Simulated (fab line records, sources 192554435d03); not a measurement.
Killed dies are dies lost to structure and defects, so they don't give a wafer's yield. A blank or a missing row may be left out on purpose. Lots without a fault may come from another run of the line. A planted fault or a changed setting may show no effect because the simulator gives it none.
Split-lot experiment | flow n5_finfet | 7 lots, 21 wafers read, on a route of 1938 steps

THE SPLIT
At N5_BEOL_M10_PEB_26 (peb time 60 s), the setting peb_time_s was moved away from the recipe's 60 s on 4 of the 21 wafers read, by -12.9% to +12.9%. The other wafers ran this setting at the recipe's value.

FROM THE SPLIT TO THE READING: what the file shows between them, 1 step
- N5_BEOL_M10_DEVELOP_27: develop time 30 s

THE READING
cd_nm, in nm, at N5_BEOL_M10_CD_MEAS_28 (target cd 70 nm). Fault-free wafers of this fab line usually give 69.9 nm, standard deviation 0.87 nm.

wafer  | tool, chamber at the split | peb_time_s as run, s | against the recipe | cd_nm, nm | against lot-mates on the recipe
L076.2 | litho_track-02, 0          | 60                   | recipe             | 69.7      | -
L076.3 | litho_track-02, 0          | 60                   | recipe             | 69.9      | -
L076.4 | litho_track-02, 0          | 60                   | recipe             | 69.5      | -
L074.3 | litho_track-04, 0          | 67.74                | +12.9%             | 75.7      | +6.9
L074.5 | litho_track-04, 0          | 60                   | recipe             | 67.8      | -
L074.6 | litho_track-04, 0          | 60                   | recipe             | 69.9      | -
L079.1 | litho_track-02, 0          | 60                   | recipe             | 69.0      | -
L079.4 | litho_track-02, 0          | 60                   | recipe             | 68.6      | -
L079.6 | litho_track-02, 0          | 60                   | recipe             | 70.5      | -
L083.1 | litho_track-02, 0          | 60                   | recipe             | 69.9      | -
L083.5 | litho_track-02, 0          | 60                   | recipe             | 69.7      | -
L083.6 | litho_track-02, 0          | 60                   | recipe             | 70.1      | -
L088.1 | litho_track-03, 0          | 60                   | recipe             | 71.2      | -
L088.3 | litho_track-03, 0          | 60                   | recipe             | 71.5      | -
L088.5 | litho_track-03, 0          | 60                   | recipe             | 72.3      | -
L092.2 | litho_track-04, 0          | 60                   | recipe             | 69.6      | -
L092.5 | litho_track-04, 0          | 60                   | recipe             | 70.2      | -
L092.6 | litho_track-04, 0          | 65.85                | +9.7%              | 74.0      | +4.1
L095.1 | litho_track-02, 0          | 52.26                | -12.9%             | 63.3      | -6.8
L095.4 | litho_track-02, 0          | 60                   | recipe             | 70.1      | -
L095.5 | litho_track-02, 0          | 52.26                | -12.9%             | 64.2      | -5.9

THE FIT
A straight line over all 21 wafers: cd_nm changes by +0.46 nm for each +1% of peb_time_s; r = +0.93; the points scatter about the line by 0.99 nm.
The same after taking each lot's own level away (the mean of its wafers on the recipe; 21 wafers): +0.492 nm for each +1%; r = +0.98; scatter 0.58 nm.
On that fit, the largest move of peb_time_s shifts the reading by 6.3 nm.
The lots' own levels span 68.85 to 71.67 nm, that is 3.2 times the standard deviation above.
So the lot-to-lot level changes the slope little: the two slopes agree.
Check: with one of the wafers moved furthest among these (+12.9%) left out of the fit, the line predicts +6.07 nm for it against its lot-mates. It came out at +6.85 nm against them.

OTHER SPLITS ON THESE WAFERS
These wafers also went through other splits before the reading. Each is held against what the fit with the lots' levels taken away leaves over:
other split on the same wafers   | wafers away from the commonest value | r with cd_nm (lot level and that fit taken away)
N5_BEOL_M7_EXPOSE_25 dose_mj     | 4                                    | +0.06
N5_BEOL_M7_ETCH_41 source_w      | 7                                    | -0.06
N5_BEOL_M8_ETCH_65 source_w      | 8                                    | +0.06
N5_BEOL_M8_TRENCH_ETCH_37 bias_w | 4                                    | -0.03
N5_BEOL_M10_ILD_DEP_00 time_s    | 6                                    | -0.19
N5_BEOL_M10_COAT_63 spin_rpm     | 6                                    | -0.19

THE FILE'S OWN FIT
cd_nm changes by +0.49 nm for each +1% of peb_time_s, r = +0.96.
